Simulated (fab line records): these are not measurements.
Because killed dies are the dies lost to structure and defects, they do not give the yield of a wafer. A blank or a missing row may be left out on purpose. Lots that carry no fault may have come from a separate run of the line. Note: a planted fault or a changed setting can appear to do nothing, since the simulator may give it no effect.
fab line records + flow nand_harc
record:
- lots: 13
- wafers: 39
- last_day: 23
route steps=1159 shown A_SGD_CUT@773 A_WL_FILL@810 END@1159
lots untouched by any fault: they come from a run of this same line in which no faults occurred
start_h: the number of hours between the record's first day and the start of the first shown wafer of the lot + wait_h: hours elapsed since this lot's preceding step + " unchanged from the row above + L1.1+2: a row that stands for several wafers + - no value, or no start given + * or withheld: withheld + < > ~ a bound
route shown NAME@n: a module of which the file shows steps, and the number in the route of the first + usual: mean and standard deviation over wafers with no fault + same: alike in all rows + chamber/n: place in a boat + sites: readings site by site + _std_site: standard deviation across them + _edge_site: mean of outer sites minus mean of inner sites + radius_mm: for every site, how far away it sits from the centre of the wafer + mask NAME#n: copy n + behind: the last tool/chamber to shape the wafer + hold: cause of the lot's hold/its duration in hours/its outcome + device: names the non-switching transistor (n, p or np) + end of line: tests of these same wafers at the route's end + where a step has no rows: the recipe by itself + killed: the dies lost at the first sort to structure and to defects; this is not the yield of the wafer + map: a wafer's dies, x killed, . not, _ none there
set.NAME: the setting the step ran with; set.NAME@STEP: the setting that earlier step ran with + model.NAME: the simulator's own value behind a step, which no gauge read
one table for each step of the route and one row for each wafer, over a sample of lots
services: from which hour (start_h, from the record's first day; less than 0 if before it) a tool's chamber was out of use, for how many hours, and why
== steps ==
step: NHARC_A_SGD_CUT_THK_MEAS_22
recipe:
- thk_meas_gauge: ellipsometry
usual:
- thk_nm: 148.0/1.6
| lot.wafer | tool          | chamber | start_h | wait_h | thk_nm |
|-----------|---------------|---------|---------|--------|--------|
| L629.1    | film_metro-02 | -       | 303.39  | 0.2    | 148.7  |
| L629.3    | "             | -       | "       | "      | 148.1  |
| L629.4    | "             | -       | "       | "      | 149.4  |
| L630.1    | film_metro-01 | -       | 321.69  | 0.2    | 149.1  |
| L630.4    | "             | -       | "       | "      | 148.0  |
| L630.5    | "             | -       | "       | "      | 149.0  |
| L631.2    | film_metro-02 | -       | 321.71  | 0.2    | 148.8  |
| L631.3    | "             | -       | "       | "      | 150.2  |
| L631.5    | "             | -       | "       | "      | 149.4  |
| L633.1    | film_metro-02 | -       | 330.67  | 0.2    | 149.4  |
| L633.5    | "             | -       | "       | "      | 148.2  |
| L633.6    | "             | -       | "       | "      | 147.5  |
| L634.1    | film_metro-01 | -       | 346.29  | 0.2    | 149.7  |
| L634.2    | "             | -       | "       | "      | 148.1  |
| L634.3    | "             | -       | "       | "      | 148.7  |
| L637.1    | film_metro-01 | -       | 358.52  | 0.2    | 150.7  |
| L637.4    | "             | -       | "       | "      | 148.1  |
| L637.6    | "             | -       | "       | "      | 149.1  |
| L636.2    | film_metro-02 | -       | 358.52  | 0.2    | 147.4  |
| L636.5    | "             | -       | "       | "      | 149.3  |
| L636.6    | "             | -       | "       | "      | 148.1  |
| L635.3    | film_metro-01 | -       | 364.26  | 0.2    | 146.7  |
| L635.4    | "             | -       | "       | "      | 147.8  |
| L635.6    | "             | -       | "       | "      | 147.0  |
| L642.2    | film_metro-01 | -       | 386.15  | 0.2    | 149.0  |
| L642.4    | "             | -       | "       | "      | 145.8  |
| L642.5    | "             | -       | "       | "      | 149.1  |
| L641.3    | film_metro-02 | -       | 392.15  | 0.2    | 149.4  |
| L641.4    | "             | -       | "       | "      | 147.4  |
| L641.5    | "             | -       | "       | "      | 150.1  |
| L649.1    | film_metro-02 | -       | 428.75  | 0.2    | 146.2  |
| L649.4    | "             | -       | "       | "      | 148.5  |
| L649.6    | "             | -       | "       | "      | 147.1  |
| L648.2    | film_metro-01 | -       | 428.75  | 0.2    | 148.5  |
| L648.3    | "             | -       | "       | "      | 151.3  |
| L648.6    | "             | -       | "       | "      | 150.3  |
| L651.1    | film_metro-02 | -       | 435.43  | 0.2    | 150.7  |
| L651.2    | "             | -       | "       | "      | 148.3  |
| L651.4    | "             | -       | "       | "      | 147.8  |
step: NHARC_A_WL_FILL_RTA_01
recipe:
- temp_c: 1000
- time_s: 5
usual:
- lamp_power_pct: 29.7/2
- wafer_temp_C_max: 1003.6/1.2
| lot.wafer | tool          | chamber | start_h | wait_h | lamp_power_pct | wafer_temp_C_max |
|-----------|---------------|---------|---------|--------|----------------|------------------|
| L629.1    | rtp_anneal-02 | 0       | 325.51  | -      | 28.2           | 1003.5           |
| L629.3    | "             | 0       | "       | "      | 28.2           | 1003.1           |
| L629.4    | "             | 0       | "       | "      | 28.2           | 1002.9           |
| L631.2    | rtp_anneal-02 | 0       | 337.76  | -      | 28.2           | 1003.0           |
| L631.3    | "             | 0       | "       | "      | 28.2           | 1002.3           |
| L631.5    | "             | 0       | "       | "      | 28.2           | 1002.2           |
| L630.1    | rtp_anneal-02 | 0       | 337.90  | -      | 28.3           | 1004.4           |
| L630.4    | "             | 0       | "       | "      | 28.2           | 1002.6           |
| L630.5    | "             | 0       | "       | "      | 28.2           | 1003.2           |
| L633.1    | rtp_anneal-01 | 0       | 348.81  | -      | 32.5           | 1004.7           |
| L633.5    | "             | 0       | "       | "      | 32.5           | 1003.1           |
| L633.6    | "             | 0       | "       | "      | 32.6           | 1006.7           |
| L634.1    | rtp_anneal-02 | 0       | 361.88  | -      | 28.2           | 1002.8           |
| L634.2    | "             | 0       | "       | "      | 28.2           | 1002.5           |
| L634.3    | "             | 0       | "       | "      | 28.2           | 1003.1           |
| L636.2    | rtp_anneal-02 | 0       | 378.64  | -      | 28.2           | 1003.5           |
| L636.5    | "             | 0       | "       | "      | 28.3           | 1003.9           |
| L636.6    | "             | 0       | "       | "      | 28.2           | 1002.9           |
| L637.1    | rtp_anneal-01 | 0       | 378.79  | 0.3    | 32.5           | 1005.1           |
| L637.4    | "             | 0       | "       | "      | 32.5           | 1005.9           |
| L637.6    | "             | 0       | "       | "      | 32.5           | 1004.9           |
| L635.3    | rtp_anneal-02 | 0       | 380.89  | -      | 28.2           | 1002.7           |
| L635.4    | "             | 0       | "       | "      | 28.3           | 1003.2           |
| L635.6    | "             | 0       | "       | "      | 28.3           | 1002.8           |
| L642.2    | rtp_anneal-01 | 0       | 401.54  | 0.2    | 32.5           | 1004.9           |
| L642.4    | "             | 0       | "       | "      | 32.5           | 1004.7           |
| L642.5    | "             | 0       | "       | "      | 32.5           | 1004.2           |
| L641.3    | rtp_anneal-02 | 0       | 409.24  | -      | 28.2           | 1003.2           |
| L641.4    | "             | 0       | "       | "      | 28.2           | 1003.7           |
| L641.5    | "             | 0       | "       | "      | 28.2           | 1001.9           |
| L649.1    | rtp_anneal-02 | 0       | 446.56  | -      | 28.2           | 1004.0           |
| L649.4    | "             | 0       | "       | "      | 28.2           | 1003.1           |
| L649.6    | "             | 0       | "       | "      | 28.3           | 1003.6           |
| L648.2    | rtp_anneal-02 | 0       | 446.76  | -      | 28.2           | 1003.0           |
| L648.3    | "             | 0       | "       | "      | 28.3           | 1004.2           |
| L648.6    | "             | 0       | "       | "      | 28.2           | 1003.1           |
| L651.1    | rtp_anneal-02 | 0       | 453.15  | -      | 28.3           | 1002.1           |
| L651.2    | "             | 0       | "       | "      | 28.2           | 1001.9           |
| L651.4    | "             | 0       | "       | "      | 28.2           | 1002.3           |
step: NHARC_A_WL_FILL_ALD_02
recipe:
- target_thk_a: 20
- pulse_time_s: 3
- ald_cycles: 100
- temp_c: 450
- material: TiN
usual:
- ald_cycles: 100/0
- heater_power_w: 1082/150
- precursor_pulse_height_rel: 1.000/0.019
| lot.wafer | tool         | chamber | start_h | wait_h | ald_cycles | heater_power_w | precursor_pulse_height_rel |
|-----------|--------------|---------|---------|--------|------------|----------------|----------------------------|
| L629.1    | ald_metal-04 | 3       | 325.72  | 0.2    | 100        | 1025           | 0.990                      |
| L629.4    | "            | 0       | "       | "      | 100        | 1175           | 0.977                      |
| L629.3    | "            | 2       | "       | "      | 100        | 1104           | 0.984                      |
| L631.2    | ald_metal-02 | 3       | 337.98  | 0.2    | 100        | 1016           | 0.987                      |
| L631.3    | "            | 0       | "       | "      | 100        | 960            | 1.013                      |
| L631.5    | "            | 3       | "       | "      | 100        | 1012           | 0.989                      |
| L630.4    | ald_metal-04 | 0       | 338.12  | 0.1    | 100        | 1188           | 1.016                      |
| L630.1    | "            | 2       | "       | "      | 100        | 1086           | 1.012                      |
| L630.5    | "            | 1       | "       | "      | 100        | 1057           | 0.999                      |
| L633.1    | ald_metal-02 | 3       | 349.11  | 0.3    | 100        | 1000           | 1.016                      |
| L633.5    | "            | 1       | "       | "      | 100        | 1260           | 0.980                      |
| L633.6    | "            | 2       | "       | "      | 100        | 1300           | 0.999                      |
| L634.1    | ald_metal-02 | 2       | 362.14  | 0.2    | 100        | 1272           | 1.014                      |
| L634.2    | "            | 3       | "       | "      | 100        | 1039           | 0.994                      |
| L634.3    | "            | 0       | "       | "      | 100        | 942            | 0.994                      |
| L636.2    | ald_metal-03 | 0       | 378.87  | 0.2    | 100        | 913            | 1.004                      |
| L636.6    | "            | 3       | "       | "      | 100        | 1215           | 0.960                      |
| L636.5    | "            | 0       | "       | "      | 100        | 897            | 0.993                      |
| L637.4    | ald_metal-04 | 0       | 379.00  | 0.1    | 100        | 1167           | 0.981                      |
| L637.1    | "            | 2       | "       | "      | 100        | 1109           | 1.037                      |
| L637.6    | "            | 1       | "       | "      | 100        | 1011           | 0.976                      |
| L635.3    | ald_metal-02 | 1       | 381.09  | 0.2    | 100        | 1357           | 1.020                      |
| L635.4    | "            | 3       | "       | "      | 100        | 1020           | 0.945                      |
| L635.6    | "            | 0       | "       | "      | 100        | 937            | 1.009                      |
| L642.2    | ald_metal-04 | 3       | 401.79  | 0.2    | 100        | 1048           | 1.012                      |
| L642.4    | "            | 0       | "       | "      | 48         | 1145           | 0.996                      |
| L642.5    | "            | 2       | "       | "      | 100        | 1101           | 1.019                      |
| L641.4    | ald_metal-03 | 0       | 409.43  | 0.1    | 100        | 874            | 1.003                      |
| L641.3    | "            | 1       | "       | "      | 100        | 872            | 0.989                      |
| L641.5    | "            | 3       | "       | "      | 100        | 1220           | 1.004                      |
| L649.4    | ald_metal-02 | 3       | 446.78  | 0.1    | 100        | 1050           | 1.017                      |
| L649.1    | "            | 2       | "       | "      | 100        | 1302           | 1.002                      |
| L649.6    | "            | 0       | "       | "      | 100        | 963            | 0.993                      |
| L648.3    | ald_metal-03 | 2       | 446.99  | 0.2    | 100        | 969            | 0.986                      |
| L648.2    | "            | 0       | "       | "      | 100        | 934            | 1.004                      |
| L648.6    | "            | 1       | "       | "      | 100        | 852            | 1.007                      |
| L651.1    | ald_metal-03 | 2       | 453.37  | 0.2    | 100        | 963            | 1.000                      |
| L651.2    | "            | 3       | "       | "      | 100        | 1208           | 1.021                      |
| L651.4    | "            | 1       | "       | "      | 100        | 854            | 1.031                      |
step: NHARC_A_WL_FILL_ALD_10
recipe:
- target_thk_a: 500
- pulse_time_s: 10
- ald_cycles: 500
- temp_c: 300
- material: SiO2
usual:
- ald_cycles: 500/0
- heater_power_w: 446/43
- precursor_pulse_height_rel: 1.002/0.022
| lot.wafer | tool      | chamber | start_h | wait_h | ald_cycles | heater_power_w | precursor_pulse_height_rel |
|-----------|-----------|---------|---------|--------|------------|----------------|----------------------------|
| L629.4    | ald_hk-02 | 3       | 335.59  | 0.6    | 500        | 412            | 1.002                      |
| L629.3    | "         | 0       | "       | "      | 500        | 361            | 0.996                      |
| L629.1    | "         | 1       | "       | "      | 500        | 503            | 1.015                      |
| L631.2    | ald_hk-03 | 2       | 354.76  | 0.1    | 500        | 449            | 1.007                      |
| L631.3    | "         | 1       | 356.31  | 1.6    | 500        | 411            | 1.004                      |
| L631.5    | "         | 3       | 357.35  | 2.6    | 500        | 500            | 0.998                      |
| L630.4    | ald_hk-04 | 1       | 355.28  | 0.6    | 500        | 457            | 1.019                      |
| L630.1    | "         | 3       | 356.29  | 1.6    | 500        | 501            | 1.008                      |
| L630.5    | "         | 1       | 357.31  | 2.6    | 500        | 453            | 0.997                      |
| L633.1    | ald_hk-03 | 3       | 373.15  | 1.1    | 500        | 496            | 1.043                      |
| L633.6    | "         | 2       | 376.28  | 4.2    | 500        | 450            | 0.982                      |
| L633.5    | "         | 3       | 377.32  | 5.3    | 500        | 508            | 1.000                      |
| L634.1    | ald_hk-02 | 3       | 375.76  | 3.7    | 500        | 419            | 0.997                      |
| L634.2    | "         | 0       | "       | "      | 500        | 357            | 1.027                      |
| L634.3    | "         | 1       | "       | "      | 500        | 494            | 0.983                      |
| L636.2    | ald_hk-03 | 0       | 391.91  | 3.2    | 500        | 479            | 1.015                      |
| L636.6    | "         | 1       | 392.95  | 4.2    | 500        | 391            | 0.982                      |
| L636.5    | "         | 2       | 394.00  | 5.3    | 500        | 463            | 1.004                      |
| L637.1    | ald_hk-04 | 3       | 394.35  | 2.2    | 500        | 486            | 0.981                      |
| L637.4    | "         | 2       | 395.88  | 3.7    | 500        | 427            | 0.947                      |
| L637.6    | "         | 0       | 396.89  | 4.8    | 500        | 418            | 0.990                      |
| L635.4    | ald_hk-02 | 0       | 395.38  | 3.2    | 500        | 355            | 1.025                      |
| L635.3    | "         | 2       | 397.44  | 5.3    | 500        | 449            | 0.976                      |
| L635.6    | "         | 0       | 399.50  | 7.4    | 500        | 351            | 1.002                      |
| L642.4    | ald_hk-03 | 0       | 414.72  | 1.1    | 500        | 492            | 0.982                      |
| L642.2    | "         | 1       | "       | "      | 500        | 398            | 0.998                      |
| L642.5    | "         | 3       | 416.28  | 2.7    | 500        | 499            | 1.006                      |
| L641.4    | ald_hk-03 | 1       | 423.62  | 0.6    | 500        | 406            | 0.980                      |
| L641.3    | "         | 3       | 424.64  | 1.6    | 500        | 504            | 0.977                      |
| L641.5    | "         | 1       | 425.66  | 2.6    | 500        | 398            | 1.016                      |
| L649.4    | ald_hk-03 | 1       | 460.70  | 0.0    | 500        | 408            | 1.031                      |
| L649.1    | "         | 3       | 461.74  | 1.1    | 500        | 498            | 0.995                      |
| L649.6    | "         | 1       | 462.78  | 2.1    | 500        | 380            | 1.046                      |
| L648.3    | ald_hk-04 | 0       | 461.21  | 0.6    | 500        | 418            | 0.981                      |
| L648.2    | "         | 2       | 462.23  | 1.6    | 500        | 448            | 1.020                      |
| L648.6    | "         | 0       | 463.26  | 2.6    | 500        | 406            | 1.014                      |
| L651.1    | ald_hk-04 | 2       | 464.69  | 0.1    | 500        | 428            | 0.988                      |
| L651.4    | "         | 0       | 465.73  | 1.1    | 500        | 410            | 0.990                      |
| L651.2    | "         | 1       | "       | "      | 500        | 458            | 1.030                      |
step: NHARC_END_SORT_01
recipe:
- temp_c: 25
usual:
- killed_at_array: 25/9.2
- killed_at_other: 0.8/1.2
- killed_at_periphery: 3.9/2.6
- killed_dies: 30/9.7
- killed_open: 3.4/1.9
- killed_short: 2.0/1.4
same:
- gross_dies: 677
| lot.wafer | tool      | chamber | start_h | wait_h | killed_at_array | killed_at_other | killed_at_periphery | killed_dies | killed_open | killed_short |
|-----------|-----------|---------|---------|--------|-----------------|-----------------|---------------------|-------------|-------------|--------------|
| L642.2    | prober-02 | 0       | 508.28  | 2.8    | 23              | 0               | 3                   | 26          | 4           | 2            |
| L642.4    | prober-02 | 0       | 509.88  | 3.4    | 673             | 1               | 3                   | 677         | 2           | 1            |
| L642.5    | prober-02 | 0       | 510.69  | 3.7    | 14              | 2               | 6                   | 22          | 5           | 2            |
killed by level:class
L642.2 A_CHANNEL_HOLE_D1:chamber_film_flake=12 A_SGD_CUT:chamber_film_flake=3 A_CONTACT:chamber_film_flake=2 P_CONTACT:geometric_particle:short=1 P_CONTACT:geometric_particle:open=1 A_CHANNEL_FILL_D1:geometric_particle:short=1 A_WL_FILL:geometric_particle:open=1 A_BLC:geometric_particle:open=1
L642.4 A_WL_FILL:area_ald=655 A_CHANNEL_HOLE_D1:chamber_film_flake=9 A_SGD_CUT:chamber_film_flake=3 P_M0:chamber_film_flake=2 A_CONTACT:chamber_film_flake=2 P_M1:geometric_particle:open=1 A_CHANNEL_FILL_D1:geometric_particle:open=1 A_CONTACT:geometric_particle:short=1
L642.5 A_CHANNEL_HOLE_D1:chamber_film_flake=6 A_CONTACT:chamber_film_flake=4 THIN_TSV:chamber_film_flake=2 P_GATE:geometric_particle:short=1 P_GATE:geometric_particle:open=1 P_CONTACT:geometric_particle:short=1 P_M2:geometric_particle:open=1 A_ONON_D1:geometric_particle:open=1
== services ==
| tool          | chamber | start_h | hours | kind       |
|---------------|---------|---------|-------|------------|
| rtp_anneal-02 | -       | 302.10  | 12.0  | pm         |
| ald_metal-03  | -       | 322.00  | 10.0  | pm         |
| ald_hk-03     | -       | 322.18  | 10.0  | pm         |
| ald_hk-03     | 0       | 322.18  | 10.0  | vent_cycle |
| ald_hk-03     | 1       | 322.18  | 10.0  | vent_cycle |
| ald_hk-03     | 2       | 322.18  | 10.0  | vent_cycle |
| ald_hk-03     | 3       | 322.18  | 10.0  | vent_cycle |
| ald_hk-03     | 0       | 332.18  | -     | clean      |
| ald_hk-03     | 1       | 332.18  | -     | clean      |
| ald_hk-03     | 2       | 332.18  | -     | clean      |
| ald_hk-03     | 3       | 332.18  | -     | clean      |
| ald_metal-02  | -       | 364.00  | 10.0  | pm         |
| ald_metal-02  | 0       | 364.00  | 10.0  | vent_cycle |
| ald_metal-02  | 1       | 364.00  | 10.0  | vent_cycle |
| ald_metal-02  | 2       | 364.00  | 10.0  | vent_cycle |
| ald_metal-02  | 3       | 364.00  | 10.0  | vent_cycle |
| ald_hk-04     | -       | 365.67  | 10.0  | pm         |
| ald_metal-02  | 0       | 374.00  | -     | clean      |
| ald_metal-02  | 1       | 374.00  | -     | clean      |
| ald_metal-03  | -       | 379.62  | 1.8   | repair     |
| ald_metal-02  | 3       | 383.71  | 13.3  | repair     |
| ald_metal-03  | 2       | 400.58  | 3.5   | repair     |
| ald_metal-04  | -       | 406.00  | 10.0  | pm         |
| ald_hk-02     | -       | 461.07  | 10.0  | pm         |
== key ==
first_sign:
- step: NHARC_A_WL_FILL_ALD_02
- reading: ald_cycles
- direction: down
- sigmas: 99+
- usual: 100
- struck: 48
effect:
- step: NHARC_END_SORT_01
- reading: killed_at_array
- direction: up
- sigmas: 70
- usual: 25
- struck: 673
more_kills_born_at:
- NHARC_A_WL_FILL_ALD_02@ald_metal-04: 655
met_at NHARC_A_WL_FILL_ALD_02
struck_lots L642
struck_wafers L642.4
later_rows_left_out L642.4
tester_left_out L642
not_acting_at NHARC_A_SGD_CUT_THK_MEAS_22,NHARC_A_WL_FILL_RTA_01,NHARC_A_WL_FILL_ALD_10
onset_between 379.00 401.79
fault:
- kind: process_parameter_drift
- tool: ald_metal-04
- chamber: 0
- onset_h: 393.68
- steps: NHARC_A_WL_FILL_ALD_02
- channel: ald_cycles
- offset: -52
- shape: step
- end_h: 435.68
- acts_in: these_recipes_only
- stated: 100
tester_left_out: of these lots the tester's yield and bins aren't shown, on N5 and GAA mostly nor the transistor test; their killed dies are dies lost to structure and defects alone, not to doping, threshold or leakage, so they don't give the yield
later_rows_left_out: the simulator's readings of these wafers behind a module that went badly wrong aren't trusted and aren't shown, but for the sort
